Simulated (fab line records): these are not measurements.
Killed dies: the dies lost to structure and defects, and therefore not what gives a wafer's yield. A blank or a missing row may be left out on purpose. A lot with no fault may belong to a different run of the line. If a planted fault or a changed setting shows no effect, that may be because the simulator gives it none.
Chamber matching | flow n5 finfet | 4 sister chambers for N5_BEOL_M2_DESCUM_33 on rie diel-03
The step chemistry O2, time 7 s. 4 wafers are shown with their chamber, then 8 later ones without.

== WAFERS WITH THEIR CHAMBER ==
wafer  | chamber | drypump motor current A (A)
L083.3 | 1       | 4.8
L088.2 | 0       | 6.2
L088.4 | 2       | 5.8
L089.2 | 3       | 5.8

== WAFERS WITH NO CHAMBER GIVEN ==
wafer  | drypump motor current A (A)
L089.3 | 6.3
L089.5 | 5.8
L093.4 | 5.8
L093.5 | 5.8
L093.6 | 4.9
L095.1 | 5.8
L095.4 | 4.8
L095.5 | 5.8

== THE CHAMBER EACH PASSED THROUGH ==
wafer  | from the rows above     | in truth
L089.3 | 0                       | 0
L089.5 | can't be placed: 2 or 3 | 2
L093.4 | can't be placed: 2 or 3 | 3
L093.5 | can't be placed: 2 or 3 | 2
L093.6 | 1                       | 1
L095.1 | can't be placed: 2 or 3 | 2
L095.4 | 1                       | 1
L095.5 | can't be placed: 2 or 3 | 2
3 of 8 placed correctly. Unplaceable from these rows: 5, with the true chamber sitting among the candidates in 5. Placed wrongly: 0.
How it was worked out, from the rows above alone: a wafer's distance from a chamber is the root of the sum, over the readings, of the square of ((its reading less the chamber's mean) divided by the reading's scatter). The wafer belongs to the nearest chamber; if the next one is less than 2 further off, it can't be placed. For every chamber, the mean is computed from those of its wafers that are shown. The scatter: with one shown wafer a chamber, the root of the mean of the squares of how far each hidden wafer lies from its nearest shown one.
